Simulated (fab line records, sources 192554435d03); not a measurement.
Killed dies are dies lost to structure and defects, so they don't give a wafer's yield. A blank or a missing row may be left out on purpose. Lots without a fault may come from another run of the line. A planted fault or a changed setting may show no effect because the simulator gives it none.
fab line records | flow n5_finfet
record lots=7 wafers=39
route steps=1938 shown WELL_APT@26 FIN_SAQP@96 SPACER0@260 HKMG_FIN@401 MOL_CONTACT_COAG@579 BEOL_M0@736 BEOL_M2@918 BEOL_M5@1160 BEOL_M7@1308 BEOL_M10@1525 BEOL_M12@1615 BEOL_M13@1705 PAD_METAL@1895 PASSIVATION@1936
start_h: hours from the record's first day to the start of the lot's first wafer shown | wait_h: hours since the lot's step before | " the same as in the row above | L1.1+2: a row that stands for several wafers | - no value, or no start given | * or withheld: withheld | < > ~ a bound
route shown NAME@n: a module of which the file shows steps, and the number in the route of the first | usual: mean/standard deviation of fault-free wafers | same: alike in all rows | chamber/n: place in a boat | sites: the reading at each site | _std_site: their standard deviation | _edge_site: outer sites' mean less inner sites' | radius_mm: how far each site lies from the wafer's centre | mask NAME#n: copy n | behind: the tool/chamber that last shaped the wafer | hold: why the lot was held/for how many hours/how that ended | device: the transistor (n, p or np) that didn't switch | end of line: the same wafers' tests at the end of the route | a step without rows: its recipe alone | killed: dies lost to structure and defects at the first sort, not the wafer's yield | map: a wafer's dies, x killed, . not, _ none there
set.NAME: the setting as run; set.NAME@STEP: as run at that earlier step | model.NAME: the simulator's own value behind a step, which no gauge read
lots whose settings were changed on purpose; a table a step, a row a wafer
## steps
# step N5_WELL_APT_DEVELOP_07
# recipe develop_time_s=45 rinse_liquid=surfactant_rinse dry=air_spin dev_temp_c=21
# step N5_FIN_SAQP_HM_DEP_03
# recipe material=SiNx target_thk_a=380 temp_c=400 precursor=SiH4/NH3/N2 pressure_torr=1.5 rf_w=300 time_s=33.6
# step N5_SPACER0_ALD_08
# recipe material=SiNx target_thk_a=20 temp_c=400 ald_precursor_family=SiH2I2 ald_co_reactant=N2/H2-plasma pressure_torr=2
# step N5_HKMG_FIN_DESCUM_53
# recipe chemistry=O2 time_s=7.9 source_power_w=50 bias_power_w=20 pressure_mtorr=20 rf_frequency_hz=2.712e+07 temp_c=40 resist=CAR-ArF o2_flow_sccm=225
# step N5_MOL_CONTACT_COAG_ALD_131
# recipe material=SiO2 target_thk_a=50 temp_c=100 ald_precursor_family=BDEAS ald_co_reactant=O2-plasma pulse_time_s=1 co_reactant_pulse_time_s=1 purge_time_s=2 co_reactant_purge_time_s=2 ald_cycles=35 pressure_torr=2
# step N5_BEOL_M0_SPUTTER_132
# recipe material=Cu target_thk_a=40 temp_c=-20 chamber_pressure_pa=0.07 power_w=withheld time_s=7.37
# step N5_BEOL_M2_SPUTTER_94
# recipe material=Cu target_thk_a=45 temp_c=-20 chamber_pressure_pa=0.07 power_w=withheld time_s=8.29
# step N5_BEOL_M5_TRENCH_ETCH_37
# recipe chemistry=C4F6/O2 target_depth_a=716.52 target=SiCOH_lowk time_s=24.7 ion_energy_ev=250 pressure_mtorr=30 source_w=345 bias_w=185 Ar_flow_sccm=300 C4F6_flow_sccm=10 O2_flow_sccm=10
# step N5_BEOL_M7_TRENCH_ETCH_37
# recipe chemistry=C4F6/O2 target_depth_a=934.78 target=SiCOH_lowk time_s=31.2 ion_energy_ev=250 pressure_mtorr=30 source_w=345 bias_w=185 Ar_flow_sccm=300 C4F6_flow_sccm=10 O2_flow_sccm=10
# step N5_BEOL_M10_SURFACE_TREAT_76
# recipe gas=Ar time_s=* ion_energy_ev=* ion_current_ma_cm2=0.5 pressure_mtorr=* ar_flow_sccm=30
# step N5_BEOL_M12_DESCUM_15
# recipe chemistry=O2 time_s=7.9 source_power_w=50 bias_power_w=20 pressure_mtorr=20 rf_frequency_hz=2.712e+07 temp_c=40 o2_flow_sccm=225
# step N5_BEOL_M13_SPUTTER_43
# recipe material=TaN target_thk_a=150 temp_c=50 bias_v=168.6 power_w=15000 chamber_pressure_pa=0.12 time_s=24.19
# step N5_PASSIVATION_SPUTTER_20
# recipe material=TaN target_thk_a=500 temp_c=25 chamber_pressure_pa=0.4
# step N5_PASSIVATION_PROBE_49
# usual sort_bin_5_function=4.9/0.93
# columns lot.wafer tool chamber start_h wait_h set.develop_time_s@WELL_APT_DEVELOP_07 set.time_s@FIN_SAQP_HM_DEP_03 set.target_thk_a@SPACER0_ALD_08 set.time_s@HKMG_FIN_DESCUM_53 set.ald_cycles@MOL_CONTACT_COAG_ALD_131 set.target_thk_a@BEOL_M0_SPUTTER_132 set.time_s@BEOL_M2_SPUTTER_94 set.target_depth_a@BEOL_M5_TRENCH_ETCH_37 set.target_depth_a@BEOL_M7_TRENCH_ETCH_37 set.time_s@BEOL_M10_SURFACE_TREAT_76 set.time_s@BEOL_M12_DESCUM_15 set.target_thk_a@BEOL_M13_SPUTTER_43 set.target_thk_a@PASSIVATION_SPUTTER_20 sort_bin_5_function[%]
L074.1 prober-01 - 272.12 0.0 45 33.6 20 7.9 35 40 8.29 716.52 934.78 * 7.9 150 500 4.7
L074.5 prober-01 - 272.32 0.2 45 33.6 20 7.9 35 40 8.29 716.52 934.78 * 7.9 150 500 4.7
L074.6 prober-01 - 272.37 0.3 45 33.6 20 7.9 35 40 8.29 716.52 934.78 * 7.9 150 500 5.1
L078.1 prober-01 - 293.15 0.0 24.27 51.63 28.09 5.881 35 40 5.22 716.52 1311 * 12.07 150 580 5.1
L078.2 prober-01 - 293.20 0.1 45 33.6 28.09 5.881 46 30.16 8.29 1046 934.78 * 7.9 67.71 500 74.3
L078.3 prober-01 - 293.25 0.1 45 33.6 20 7.9 35 30.16 8.29 716.52 1311 * 7.9 67.71 500 5.4
L078.4 prober-01 - 293.30 0.2 24.27 33.6 28.09 7.9 46 40 5.22 1046 934.78 * 7.9 150 580 72.8
L078.5 prober-01 - 293.35 0.2 45 51.63 20 5.881 35 40 8.29 1046 1311 * 12.07 67.71 580 5.1
L078.6 prober-01 - 293.40 0.3 24.27 51.63 20 7.9 46 30.16 5.22 716.52 934.78 * 12.07 150 500 73.4
L079.1 prober-01 - 294.63 0.0 45 33.6 8.098 7.9 35 22.73 8.29 507.9 679.7 * 7.9 89.77 500 4.0
L079.2 prober-01 - 294.68 0.1 66.62 33.6 8.098 7.9 49 40 8.29 716.52 934.78 * 7.9 150 500 96.2
L079.3 prober-01 - 294.73 0.1 45 33.6 8.098 7.9 35 40 8.29 507.9 934.78 * 7.9 150 500 3.5
L079.4 prober-01 - 294.78 0.2 45 33.6 20 7.9 49 22.73 8.29 716.52 679.7 * 7.9 150 500 96.4
L079.5 prober-01 - 294.83 0.2 66.62 33.6 20 7.9 49 40 8.29 507.9 679.7 * 7.9 89.77 500 96.7
L079.6 prober-01 - 294.88 0.3 66.62 33.6 20 7.9 35 22.73 8.29 716.52 934.78 * 7.9 89.77 500 5.3
L081.1 prober-02 - 306.07 0.0 45 33.6 20 5.72 41 56.86 8.29 896.4 767.3 * 7.9 150 500 7.0
L081.2 prober-02 - 306.12 0.1 45 46.29 26.3 7.9 35 40 4.337 716.52 934.78 * 7.9 150 627.5 4.7
L081.3 prober-02 - 306.17 0.1 45 46.29 26.3 5.72 41 56.86 4.337 896.4 767.3 * 9.805 150 627.5 6.9
L081.4 prober-02 - 306.22 0.2 45 33.6 20 7.9 35 56.86 8.29 716.52 934.78 * 9.805 106.8 500 5.3
L081.5 prober-02 - 306.27 0.2 45 46.29 20 5.72 35 40 4.337 896.4 934.78 * 7.9 106.8 627.5 3.6
L081.6 prober-02 - 306.32 0.3 45 33.6 26.3 7.9 41 40 8.29 716.52 767.3 * 9.805 106.8 500 6.3
L084.1 prober-02 - 359.15 0.0 45 27.68 13.21 3.387 54 50.84 8.29 716.52 934.78 * 7.9 150 500 95.6
L084.2 prober-02 - 359.20 0.1 45 27.68 20 7.9 35 50.84 6.374 716.52 934.78 * 5.671 150 758.7 6.7
L084.3 prober-02 - 359.25 0.1 45 33.6 13.21 7.9 54 40 6.374 716.52 934.78 * 7.9 97.87 758.7 97.4
L084.4 prober-02 - 359.30 0.2 45 27.68 20 7.9 54 40 8.29 716.52 934.78 * 5.671 97.87 500 95.8
L084.5 prober-02 - 359.35 0.2 45 33.6 13.21 3.387 35 40 8.29 716.52 934.78 * 7.9 150 500 4.8
L084.6 prober-02 - 359.40 0.3 45 33.6 20 3.387 35 50.84 6.374 716.52 934.78 * 5.671 97.87 758.7 5.3
L094.1 prober-02 - 391.95 0.0 45 33.6 20 7.9 50 29.06 8.29 716.52 648.9 * 6.295 150 231.5 95.1
L094.2 prober-02 - 392.00 0.1 45 33.6 9.051 9.361 50 40 8.29 716.52 934.78 * 6.295 121.6 500 96.1
L094.3 prober-02 - 392.05 0.1 45 19.82 9.051 9.361 35 40 8.29 716.52 648.9 * 7.9 121.6 500 4.7
L094.4 prober-02 - 392.10 0.2 45 33.6 9.051 7.9 35 29.06 8.29 716.52 648.9 * 7.9 121.6 231.5 5.9
L094.5 prober-02 - 392.15 0.2 45 19.82 20 7.9 35 40 8.29 716.52 934.78 * 7.9 150 500 4.2
L094.6 prober-02 - 392.20 0.3 45 19.82 20 9.361 50 29.06 8.29 716.52 934.78 * 6.295 150 231.5 94.4
L096.1 prober-02 - 395.78 0.0 25.41 24.17 20 9.23 22 46.57 8.29 716.52 934.78 * 7.9 150 500 5.2
L096.2 prober-02 - 395.83 0.1 45 33.6 20 7.9 22 46.57 8.29 985.7 934.78 * 3.376 150 500 6.9
L096.3 prober-02 - 395.88 0.1 25.41 33.6 20 7.9 35 40 8.29 716.52 934.78 * 3.376 150 500 6.6
L096.4 prober-02 - 395.93 0.2 45 33.6 20 9.23 35 40 6.239 985.7 934.78 * 7.9 150 500 7.3
L096.5 prober-02 - 395.98 0.2 45 24.17 20 9.23 22 40 6.239 985.7 934.78 * 3.376 150 500 6.4
L096.6 prober-02 - 396.03 0.3 25.41 24.17 20 7.9 35 46.57 6.239 716.52 934.78 * 7.9 150 500 4.8
# killed by level:class
L074.1 BEOL_M0_SAQP:geometric_particle:open=14 STI_FIN_REVEAL:geometric_particle:open=12 MOL_CONTACT_COAG:geometric_particle:open=12 BEOL_M0_SAQP:geometric_particle:short=8 FIN_SAQP:geometric_particle:short=5 BEOL_M3:geometric_particle:open=5 FIN_SAQP:geometric_particle:open=4 BEOL_M1:geometric_particle:open=3
L074.5 BEOL_M0_SAQP:geometric_particle:short=9 BEOL_M0_SAQP:geometric_particle:open=9 MOL_CONTACT_COAG:geometric_particle:open=8 FIN_SAQP:geometric_particle:short=7 GATE_CUT:geometric_particle:short=5 BEOL_M3:geometric_particle:open=5 DUMMY_GATE:geometric_particle:open=4 MOL_CONTACT_COAG:geometric_particle:short=4
L074.6 STI_FIN_REVEAL:geometric_particle:open=11 BEOL_M0_SAQP:geometric_particle:open=10 BEOL_M1:geometric_particle:open=9 FIN_SAQP:geometric_particle:short=7 BEOL_M2:geometric_particle:open=5 MOL_CONTACT_COAG:geometric_particle:open=4 BEOL_M0_SAQP:geometric_particle:short=4 BEOL_M3:geometric_particle:short=4
L078.1 BEOL_M2:geometric_particle:open=10 FIN_SAQP:geometric_particle:open=8 BEOL_M3:geometric_particle:open=7 FIN_SAQP:geometric_particle:short=6 BEOL_M4:geometric_particle:open=6 MOL_CONTACT_COAG:geometric_particle:open=6 GATE_CUT:geometric_particle:short=5 GATE_CUT:geometric_particle:open=5
L078.2 MOL_CONTACT_COAG:area_ald=813 BEOL_M2:geometric_particle:open=15 GATE_CUT:geometric_particle:short=11 MOL_CONTACT_COAG:geometric_particle:open=11 BEOL_M3:geometric_particle:open=9 BEOL_M1:geometric_particle:open=8 FIN_SAQP:geometric_particle:open=4 FIN_CUT:geometric_particle:short=4
L078.3 FIN_SAQP:geometric_particle:open=11 BEOL_M4:geometric_particle:open=10 BEOL_M3:geometric_particle:open=9 GATE_CUT:geometric_particle:open=8 BEOL_M2:geometric_particle:open=7 FIN_SAQP:geometric_particle:short=6 DUMMY_GATE:geometric_particle:open=4 MOL_CONTACT_COAG:geometric_particle:open=4
L078.4 MOL_CONTACT_COAG:area_ald=796 FIN_SAQP:geometric_particle:open=15 BEOL_M3:geometric_particle:open=10 GATE_CUT:geometric_particle:short=9 BEOL_M2:geometric_particle:open=9 FIN_SAQP:geometric_particle:short=8 BEOL_M4:geometric_particle:open=6 BEOL_M5:geometric_particle:open=5
L078.5 MOL_CONTACT_COAG:geometric_particle:open=13 BEOL_M2:geometric_particle:open=9 FIN_SAQP:geometric_particle:open=8 BEOL_M4:geometric_particle:open=8 FIN_SAQP:geometric_particle:short=6 BEOL_M3:geometric_particle:short=5 BEOL_M3:geometric_particle:open=5 STARTING-WAFER:geometric_particle:open=5
L078.6 MOL_CONTACT_COAG:area_ald=814 MOL_CONTACT_COAG:geometric_particle:open=8 FIN_SAQP:geometric_particle:open=6 BEOL_M2:geometric_particle:open=6 BEOL_M3:geometric_particle:open=5 BEOL_M4:geometric_particle:open=5 STI_FIN_REVEAL:geometric_particle:open=4 GATE_CUT:geometric_particle:short=4
L079.1 MOL_CONTACT_COAG:geometric_particle:open=10 STI_FIN_REVEAL:geometric_particle:open=9 BEOL_M4:geometric_particle:open=8 BEOL_M0:interface_void_opened=8 BEOL_M5:area_ecd=6 BEOL_M2:geometric_particle:open=5 STARTING-WAFER:geometric_particle:open=4 FIN_SAQP:geometric_particle:open=3
L079.2 MOL_CONTACT_COAG:area_ald=1081 MOL_CONTACT_COAG:geometric_particle:open=13 BEOL_M2:geometric_particle:open=10 STI_FIN_REVEAL:geometric_particle:open=7 BEOL_M0_SAQP:geometric_particle:short=6 BEOL_M1:geometric_particle:open=6 BEOL_M0_SAQP:geometric_particle:open=5 BEOL_M6:geometric_particle:open=4
L079.3 MOL_CONTACT_COAG:geometric_particle:open=14 BEOL_M0_SAQP:geometric_particle:short=9 BEOL_M4:geometric_particle:open=7 BEOL_M0_SAQP:geometric_particle:open=6 BEOL_M2:geometric_particle:open=5 BEOL_M5:area_ecd=5 BEOL_M1:geometric_particle:open=4 BEOL_M3:geometric_particle:open=4
L079.4 MOL_CONTACT_COAG:area_ald=1077 BEOL_M0_SAQP:geometric_particle:short=9 STI_FIN_REVEAL:geometric_particle:open=8 MOL_CONTACT_COAG:geometric_particle:short=8 BEOL_M2:geometric_particle:open=8 BEOL_M0:interface_void_opened=8 BEOL_M0_SAQP:geometric_particle:open=6 DUMMY_GATE:geometric_particle:open=5
L079.5 MOL_CONTACT_COAG:area_ald=1103 BEOL_M2:geometric_particle:open=8 BEOL_M1:geometric_particle:open=6 STI_FIN_REVEAL:geometric_particle:open=4 BEOL_M0_SAQP:geometric_particle:short=3 BEOL_M3:geometric_particle:open=3 BEOL_M4:geometric_particle:open=3 BEOL_M5:geometric_particle:open=3
L079.6 STI_FIN_REVEAL:geometric_particle:open=20 BEOL_M2:geometric_particle:open=11 BEOL_M0_SAQP:geometric_particle:open=7 FIN_SAQP:geometric_particle:open=5 MOL_CONTACT_COAG:geometric_particle:open=5 BEOL_M0:interface_void_opened=5 BEOL_M0_SAQP:geometric_particle:short=4 BEOL_M1:geometric_particle:open=4
L081.1 MOL_CONTACT_COAG:area_ald=22 STI_FIN_REVEAL:geometric_particle:open=13 BEOL_M0_SAQP:geometric_particle:open=13 FIN_SAQP:geometric_particle:open=12 MOL_CONTACT_COAG:geometric_particle:open=8 BEOL_M0_SAQP:geometric_particle:short=7 BEOL_M1:geometric_particle:open=5 FIN_SAQP:geometric_particle:short=4
L081.2 PAD_METAL:area_sputter=80 STI_FIN_REVEAL:geometric_particle:open=13 MOL_CONTACT_COAG:geometric_particle:open=12 FIN_SAQP:geometric_particle:short=8 BEOL_M1:geometric_particle:open=8 BEOL_M0_SAQP:geometric_particle:open=6 FIN_SAQP:geometric_particle:open=5 BEOL_M0_SAQP:geometric_particle:short=5
L081.3 PAD_METAL:area_sputter=78 BEOL_M0_SAQP:geometric_particle:short=18 BEOL_M0_SAQP:geometric_particle:open=11 STI_FIN_REVEAL:geometric_particle:open=10 MOL_CONTACT_COAG:area_ald=9 MOL_CONTACT_COAG:geometric_particle:open=7 MIM_TOP:geometric_particle:open=7 FIN_SAQP:geometric_particle:short=6
L081.4 STI_FIN_REVEAL:geometric_particle:open=16 BEOL_M2:geometric_particle:open=16 MOL_CONTACT_COAG:geometric_particle:open=11 BEOL_M0_SAQP:geometric_particle:open=11 BEOL_M0_SAQP:geometric_particle:short=7 BEOL_M5:geometric_particle:open=5 BEOL_M4:geometric_particle:open=4 FIN_SAQP:geometric_particle:short=3
L081.5 PAD_METAL:area_sputter=100 STI_FIN_REVEAL:geometric_particle:open=15 GATE_CUT:geometric_particle:short=7 MOL_CONTACT_COAG:geometric_particle:open=7 BEOL_M2:geometric_particle:open=6 FIN_SAQP:geometric_particle:open=4 DUMMY_GATE:geometric_particle:open=4 BEOL_M0_SAQP:geometric_particle:open=4
L081.6 MOL_CONTACT_COAG:area_ald=20 STI_FIN_REVEAL:geometric_particle:open=16 MOL_CONTACT_COAG:geometric_particle:open=13 FIN_SAQP:geometric_particle:short=6 BEOL_M0_SAQP:geometric_particle:open=5 FIN_SAQP:geometric_particle:open=4 STI_FIN_REVEAL:geometric_particle:short=4 GATE_CUT:geometric_particle:open=4
L084.1 MOL_CONTACT_COAG:area_ald=1084 BEOL_M0_SAQP:geometric_particle:open=13 FIN_SAQP:geometric_particle:short=9 BEOL_M0_SAQP:geometric_particle:short=9 FIN_SAQP:geometric_particle:open=7 STI_FIN_REVEAL:geometric_particle:open=7 GATE_CUT:geometric_particle:short=7 MOL_CONTACT_COAG:geometric_particle:open=6
L084.2 PAD_METAL:area_sputter=1054 MIM_TOP_ETCH:geometric_particle:short=12 FIN_SAQP:geometric_particle:short=11 FIN_SAQP:geometric_particle:open=10 GATE_CUT:geometric_particle:open=10 BEOL_M3:geometric_particle:open=10 GATE_CUT:geometric_particle:short=8 STI_FIN_REVEAL:geometric_particle:open=7
L084.3 MOL_CONTACT_COAG:area_ald=1096 BEOL_M2:geometric_particle:open=10 BEOL_M0:geometric_particle:open=8 FIN_SAQP:geometric_particle:short=6 BEOL_M1:geometric_particle:open=5 BEOL_M4:geometric_particle:open=5 GATE_CUT:geometric_particle:short=4 BEOL_M0_SAQP:geometric_particle:short=4
L084.4 MOL_CONTACT_COAG:area_ald=1063 GATE_CUT:geometric_particle:short=11 FIN_SAQP:geometric_particle:open=9 FIN_SAQP:geometric_particle:short=9 MOL_CONTACT_COAG:geometric_particle:open=9 BEOL_M2:geometric_particle:open=9 GATE_CUT:geometric_particle:open=8 BEOL_M4:geometric_particle:open=8
L084.5 MOL_CONTACT_COAG:geometric_particle:open=10 BEOL_M0_SAQP:geometric_particle:short=7 BEOL_M4:geometric_particle:open=7 FIN_SAQP:geometric_particle:short=6 BEOL_M0:geometric_particle:open=6 GATE_CUT:geometric_particle:open=6 FIN_SAQP:geometric_particle:open=5 BEOL_M0_SAQP:geometric_particle:open=5
L084.6 PAD_METAL:area_sputter=1076 MOL_CONTACT_COAG:geometric_particle:open=13 BEOL_M2:geometric_particle:open=10 BEOL_M4:geometric_particle:open=10 GATE_CUT:geometric_particle:short=8 GATE_CUT:geometric_particle:open=7 BEOL_M0:geometric_particle:open=5 BEOL_M0_SAQP:geometric_particle:short=4
L094.1 MOL_CONTACT_COAG:area_ald=1036 MOL_CONTACT_COAG:geometric_particle:open=20 STI_FIN_REVEAL:geometric_particle:open=17 BEOL_M3:geometric_particle:open=11 BEOL_M2:geometric_particle:open=10 MOL_CONTACT_COAG:geometric_particle:short=10 BEOL_M0_SAQP:geometric_particle:short=6 BEOL_M0_SAQP:geometric_particle:open=6
L094.2 MOL_CONTACT_COAG:area_ald=1072 MOL_CONTACT_COAG:geometric_particle:open=19 STI_FIN_REVEAL:geometric_particle:open=16 FIN_SAQP:geometric_particle:short=9 BEOL_M3:geometric_particle:open=9 BEOL_M2:geometric_particle:open=6 BEOL_M2:geometric_particle:short=5 BEOL_M0_SAQP:geometric_particle:open=5
L094.3 MOL_CONTACT_COAG:geometric_particle:open=18 BEOL_M7:area_ecd=10 BEOL_M1:geometric_particle:open=8 FIN_SAQP:geometric_particle:open=6 GATE_CUT:geometric_particle:short=6 BEOL_M0_SAQP:geometric_particle:short=6 MOL_CONTACT_COAG:geometric_particle:short=5 BEOL_M2:geometric_particle:open=5
L094.4 STI_FIN_REVEAL:geometric_particle:open=15 BEOL_M7:area_ecd=12 BEOL_M4:geometric_particle:open=11 BEOL_M2:geometric_particle:open=11 MOL_CONTACT_COAG:geometric_particle:open=10 BEOL_M0_SAQP:geometric_particle:open=9 FIN_SAQP:geometric_particle:open=7 BEOL_M0_SAQP:geometric_particle:short=6
L094.5 MOL_CONTACT_COAG:geometric_particle:open=13 STI_FIN_REVEAL:geometric_particle:open=11 BEOL_M3:geometric_particle:open=11 FIN_SAQP:geometric_particle:open=5 BEOL_M2:geometric_particle:open=5 MOL_CONTACT_COAG:geometric_particle:short=3 BEOL_M0:geometric_particle:open=3 BEOL_M2:geometric_particle:short=3
L094.6 MOL_CONTACT_COAG:area_ald=1034 MOL_CONTACT_COAG:geometric_particle:open=22 STI_FIN_REVEAL:geometric_particle:open=10 BEOL_M3:geometric_particle:open=10 FIN_SAQP:geometric_particle:short=8 BEOL_M1:geometric_particle:open=8 BEOL_M2:geometric_particle:open=8 BEOL_M4:geometric_particle:open=8
L096.1 MOL_CONTACT_COAG:area_ald=1037 BEOL_M0_SAQP:geometric_particle:short=12 MOL_CONTACT_COAG:geometric_particle:open=11 BEOL_M0_SAQP:geometric_particle:open=10 FIN_SAQP:geometric_particle:open=7 BEOL_M3:geometric_particle:open=5 BEOL_M4:geometric_particle:open=5 STI_FIN_REVEAL:geometric_particle:open=4
L096.2 MOL_CONTACT_COAG:area_ald=1007 MOL_CONTACT_COAG:geometric_particle:open=13 FIN_SAQP:geometric_particle:short=12 BEOL_M0_SAQP:geometric_particle:open=11 BEOL_M3:geometric_particle:open=10 FIN_SAQP:geometric_particle:open=8 BEOL_M0_SAQP:geometric_particle:short=8 BEOL_M1:geometric_particle:open=5
L096.3 MOL_CONTACT_COAG:geometric_particle:open=16 BEOL_M0_SAQP:geometric_particle:open=11 FIN_SAQP:geometric_particle:short=10 BEOL_M4:geometric_particle:open=9 STI_FIN_REVEAL:geometric_particle:open=7 BEOL_M0_SAQP:geometric_particle:short=7 DUMMY_GATE:geometric_particle:open=7 MOL_CONTACT_COAG:geometric_particle:short=7
L096.4 FIN_SAQP:geometric_particle:open=16 MOL_CONTACT_COAG:geometric_particle:open=16 FIN_SAQP:geometric_particle:short=14 BEOL_M0_SAQP:geometric_particle:short=11 BEOL_M3:geometric_particle:open=10 BEOL_M0_SAQP:geometric_particle:open=9 BEOL_M4:geometric_particle:open=6 BEOL_M4:geometric_particle:short=5
L096.5 MOL_CONTACT_COAG:area_ald=1019 BEOL_M4:geometric_particle:open=14 FIN_SAQP:geometric_particle:short=13 MOL_CONTACT_COAG:geometric_particle:open=11 FIN_SAQP:geometric_particle:open=8 DUMMY_GATE:geometric_particle:open=8 BEOL_M1:geometric_particle:open=6 BEOL_M0_SAQP:geometric_particle:open=5
L096.6 MOL_CONTACT_COAG:geometric_particle:open=17 FIN_SAQP:geometric_particle:open=15 STI_FIN_REVEAL:geometric_particle:open=12 FIN_SAQP:geometric_particle:short=8 DUMMY_GATE:geometric_particle:open=5 BEOL_M0_SAQP:geometric_particle:open=5 BEOL_M3:geometric_particle:open=5 STARTING-WAFER:geometric_particle:short=4
## key
split step=N5_WELL_APT_DEVELOP_07 setting=develop_time_s stated_as=45
response none clear
split step=N5_FIN_SAQP_HM_DEP_03 setting=time_s stated_as=33.6
response none clear
split step=N5_SPACER0_ALD_08 setting=target_thk_a stated_as=20
response none clear
split step=N5_HKMG_FIN_DESCUM_53 setting=time_s stated_as=7.9
response none clear
split step=N5_MOL_CONTACT_COAG_ALD_131 setting=ald_cycles stated_as=35
response step=N5_PASSIVATION_PROBE_49 reading=sort_bin_5_function slope=+1.51 per=1% together_with=all explained=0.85
split step=N5_BEOL_M0_SPUTTER_132 setting=target_thk_a stated_as=40
response none clear
split step=N5_BEOL_M2_SPUTTER_94 setting=time_s stated_as=8.29
response none clear
split step=N5_BEOL_M5_TRENCH_ETCH_37 setting=target_depth_a stated_as=716.52
response none clear
split step=N5_BEOL_M7_TRENCH_ETCH_37 setting=target_depth_a stated_as=934.78
response none clear
split step=N5_BEOL_M10_SURFACE_TREAT_76 setting=time_s stated_as=*
response none clear
split step=N5_BEOL_M12_DESCUM_15 setting=time_s stated_as=7.9
response none clear
split step=N5_BEOL_M13_SPUTTER_43 setting=target_thk_a stated_as=150
response none clear
split step=N5_PASSIVATION_SPUTTER_20 setting=target_thk_a stated_as=500
response none clear
